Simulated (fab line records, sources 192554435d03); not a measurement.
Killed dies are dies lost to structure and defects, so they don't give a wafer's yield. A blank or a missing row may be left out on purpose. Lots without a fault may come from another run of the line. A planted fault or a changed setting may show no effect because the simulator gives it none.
Split-lot experiment | flow n5_finfet | 7 lots, 21 wafers read, on a route of 1938 steps

THE SPLIT
At N5_BEOL_M0_SAQP_PECVD_96 (deposits a-Si from SiH4/He, target thk 45 nm, time 45.2 s), the setting time_s was moved away from the recipe's 45.2 s on 5 of the 21 wafers read, by -11.6% to -8.9%. The other wafers ran this setting at the recipe's value.

FROM THE SPLIT TO THE READING: what the file shows between them, 4 steps
- N5_BEOL_M0_SAQP_PECVD_97: deposits SiNx from SiH4/NH3/N2, target thk 23 nm, time 19.9 s
- N5_BEOL_M0_SAQP_PECVD_04: deposits a-Si from SiH4/He, target thk 60 nm, time 60.2 s
- N5_BEOL_M0_SAQP_ETCH_101: etches SiNx in CH3F/O2, target depth 29.9 nm, time 42.7 s
- N5_BEOL_M0_SAQP_ETCH_102: etches SiO2 in CF4, target depth 4 nm, time 4.4 s

THE READING
oes_product_au, in a.u., at N5_BEOL_M0_SAQP_MANDREL_ETCH_103 (etches a-Si in HBr/Cl2, stops on SiCN, target depth 45 nm, bt time 10 s, time 27 s). Fault-free wafers of this fab line usually give 0.681 a.u., standard deviation 0.0096 a.u..

wafer  | tool, chamber at the split | time_s as run, s | against the recipe | oes_product_au, a.u. | against lot-mates on the recipe
L074.1 | pecvd-03, 0                | 45.2             | recipe             | 0.686                | -
L074.4 | pecvd-03, 0                | 45.2             | recipe             | 0.693                | -
L074.5 | pecvd-03, 2                | 45.2             | recipe             | 0.698                | -
L078.3 | pecvd-03, 2                | 40.49            | -10.4%             | 0.627                | -0.054
L078.4 | pecvd-03, 0,1              | 45.2             | recipe             | 0.681                | -
L078.6 | pecvd-03, 0,1              | 45.2             | recipe             | 0.682                | -
L082.3 | pecvd-03, 2,1              | 45.2             | recipe             | 0.703                | -
L082.4 | pecvd-03, 2,1              | 45.2             | recipe             | 0.674                | -
L082.5 | pecvd-03, 0                | 45.2             | recipe             | 0.687                | -
L086.2 | pecvd-01, 0                | 45.2             | recipe             | 0.677                | -
L086.4 | pecvd-01, 1                | 45.2             | recipe             | 0.685                | -
L086.5 | pecvd-01, 0                | 45.2             | recipe             | 0.682                | -
L087.4 | pecvd-01, 0                | 39.95            | -11.6%             | 0.631                | -0.056
L087.5 | pecvd-01, 1                | 39.95            | -11.6%             | 0.628                | -0.059
L087.6 | pecvd-01, 2                | 45.2             | recipe             | 0.687                | -
L093.1 | pecvd-03, 0                | 45.2             | recipe             | 0.683                | -
L093.3 | pecvd-03, 2                | 45.2             | recipe             | 0.698                | -
L093.5 | pecvd-03, 2                | 45.2             | recipe             | 0.685                | -
L095.3 | pecvd-03, 0                | 41.17            | -8.9%              | 0.648                | -0.028
L095.5 | pecvd-03, 2                | 41.17            | -8.9%              | 0.656                | -0.020
L095.6 | pecvd-03, 0                | 45.2             | recipe             | 0.676                | -
Where a row lists several chambers, the file gives one row for several wafers and doesn't say which wafer went through which chamber.

THE FIT
A straight line over all 21 wafers: oes_product_au changes by +0.00474 a.u. for each +1% of time_s; r = +0.94; the points scatter about the line by 0.0082 a.u..
The same after taking each lot's own level away (the mean of its wafers on the recipe; 21 wafers): +0.00437 a.u. for each +1%; r = +0.93; scatter 0.0083 a.u..
On that fit, the largest move of time_s shifts the reading by 0.051 a.u..
The lots' own levels span 0.6760 to 0.6923 a.u., that is 1.7 times the standard deviation above.
So the lot-to-lot level changes the slope little: the two slopes agree.
Check: with one of the wafers moved furthest among these (-11.6%) left out of the fit, the line predicts -0.0486 a.u. for it against its lot-mates. It came out at -0.056 a.u. against them.

OTHER SPLITS ON THESE WAFERS
These wafers also went through other splits before the reading. Each is held against what the fit with the lots' levels taken away leaves over:
other split on the same wafers           | wafers away from the commonest value | r with oes_product_au (lot level and that fit taken away)
N5_GATE_CUT_COAT_27 spin_rpm             | 7                                    | +0.06
N5_MOL_CONTACT_COAG_ETCH_15 source_w     | 7                                    | +0.31
N5_MOL_CONTACT_COAG_ETCH_110 source_w    | 8                                    | -0.10
N5_MOL_CONTACT_COAG_EXPOSE_37 dose_mj    | 5                                    | -0.02
N5_MOL_CONTACT_COAG_ALD_133 temp_c       | 9                                    | -0.12
N5_MOL_CONTACT_COAG_CVD_140 target_thk_a | 4                                    | +0.03

THE WHOLE CHAIN: every reading that the file lists as answering this split, in the file's order
step                             | what it does                                                                       | reading                                                                               | change (the file's fit)                   | r (the file's)
N5_BEOL_M0_SAQP_PECVD_96         | deposits a-Si from SiH4/He, target thk 45 nm, time 45.2 s                          | a-Si_of_BEOL_M0_SAQP_PECVD_96.thk_nm (the simulator's own value, which no gauge read) | +0.458 nm for each +1% of the setting     | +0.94
N5_BEOL_M0_SAQP_MANDREL_ETCH_103 | etches a-Si in HBr/Cl2, stops on SiCN, target depth 45 nm, bt time 10 s, time 27 s | oes_product_au                                                                        | +0.00449 a.u. for each +1% of the setting | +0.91
N5_BEOL_M0_SAQP_MANDREL_ETCH_103 | etches a-Si in HBr/Cl2, stops on SiCN, target depth 45 nm, bt time 10 s, time 27 s | etch.depth_nm (the simulator's own value, which no gauge read)                        | +0.465 nm for each +1% of the setting     | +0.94
N5_BEOL_M0_SAQP_SPACER2_ALD_26   | deposits SiO2, target thk 15 nm, pulse time 1 s, purge time 2 s                    | a-Si_of_BEOL_M0_SAQP_PECVD_96.thk_nm (the simulator's own value, which no gauge read) | +0.466 nm for each +1% of the setting     | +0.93

THE FILE'S OWN FIT
oes_product_au changes by +0.00449 a.u. for each +1% of time_s, r = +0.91.
